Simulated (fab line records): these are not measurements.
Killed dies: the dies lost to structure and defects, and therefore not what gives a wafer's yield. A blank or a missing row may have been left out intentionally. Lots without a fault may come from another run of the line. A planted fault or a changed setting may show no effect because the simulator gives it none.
Which tool was responsible? ; flow n5-finfet ; 33 wafers from 11 lots sampled at 4 of the route's 1938 steps

== WHAT THE GAUGES READ, wafer by wafer ==
N5_BEOL_M4_OCD_MEAS_38.
lot;measured;on;trench-depth-nm (nm)
L076;day 7 17:11;ocd-01;55.6 54.7 55.2
L077;day 8 07:41;ocd-01;55.7 55.2 54.9
L079;day 9 01:31;ocd-02;54.9 57.2 54.7
L082;day 9 15:47;ocd-02;54.7 55.1 54.7
L083;day 9 19:58;ocd-01;55.9 55.0 55.4
L085;day 10 18:27;ocd-01;56.7 53.9 56.6
L087;day 11 11:58;ocd-01;54.3 54.3 54.6
L090;day 11 20:57;ocd-01;56.3 55.1 54.8
L091;day 12 04:07;ocd-01;54.7 55.3 56.0
L094;day 12 14:37;ocd-02;54.6 57.2 55.0
L096;day 13 16:08;ocd-02;53.9 54.2 53.7

== TOOL THAT RAN EACH LOT (tool first, then ch and the chambers of the sampled wafers, then the start) ==
lot;N5_BEOL_M4_DESCUM_16;N5_BEOL_M4_ETCH_64;N5_BEOL_M4_VIA_ETCH_34
L076;rie-diel-02 ch 0,2, day 7 14:58;rie-diel-02 ch 0,2, day 7 15:02;rie-diel-02 ch 2,3, day 7 16:56
L077;rie-diel-04 ch 1,2,3, day 8 02:29;rie-diel-04 ch 1,2,3, day 8 02:34;rie-diel-04 ch 1,2,3, day 8 07:26
L079;rie-diel-05 ch 0,1,3, day 8 23:28;rie-diel-05 ch 0,1,3, day 8 23:33;rie-diel-05 ch 1,2, day 9 01:16
L082;rie-diel-04 ch 2,3, day 9 13:40;rie-diel-04 ch 2,3, day 9 13:45;rie-diel-02 ch 2,3, day 9 15:32
L083;rie-diel-05 ch 0,1,2, day 9 18:26;rie-diel-05 ch 0,1,2, day 9 18:31;rie-diel-05 ch 2,3, day 9 19:42
L085;rie-diel-05 ch 0,2,3, day 10 10:29;rie-diel-05 ch 0,2,3, day 10 10:34;rie-diel-02 ch 1,3, day 10 18:11
L087;rie-diel-05 ch 1,2,3, day 11 04:11;rie-diel-05 ch 1,2,3, day 11 04:16;rie-diel-02 ch 0,2,3, day 11 11:43
L090;rie-diel-02 ch 0,1,3, day 11 18:38;rie-diel-02 ch 0,1,3, day 11 18:43;rie-diel-02 ch 0,1,3, day 11 20:41
L091;rie-diel-04 ch 0,3, day 12 01:01;rie-diel-04 ch 0,3, day 12 01:06;rie-diel-04 ch 0,1,3, day 12 03:52
L094;rie-diel-05 ch 0,2,3, day 12 12:42;rie-diel-05 ch 0,2,3, day 12 12:47;rie-diel-02 ch 0,1,2, day 12 14:22
L096;rie-diel-05 ch 0,2,3, day 13 06:52;rie-diel-05 ch 0,2,3, day 13 06:56;rie-diel-02 ch 0,3, day 13 15:53
- N5_BEOL_M4_DESCUM_16: chemistry O2, time 7 s.
- N5_BEOL_M4_ETCH_64: etches SOC in N2/H2, target depth 75 nm, overetch 22.5 nm, time 121.9 s.
- N5_BEOL_M4_VIA_ETCH_34: etches the open film in C4F6/O2, target depth 69.4 nm, time 65.9 s.

== THE ANSWER, worked out from the rows above alone ==
Rule: what is usual is taken from the lots themselves. The widest of any qualifying gaps counts: lots, ordered by their means at a reading, are off when they make up no more than a third of the lots, leave a main group of 4 or more, and stand apart from it by 3 or more times the standard deviation of that group's means. The tables above print the reading to a certain number of digits; a main group whose means all agree to those digits is not used. Also off: a lot with no number at a reading for which 4 or more lots have one. All remaining lots with rows at the step are treated as sound.
Nothing can be told from this: no lot is off at any reading shown.

== WHAT THE SIMULATOR HAD INSERTED ==
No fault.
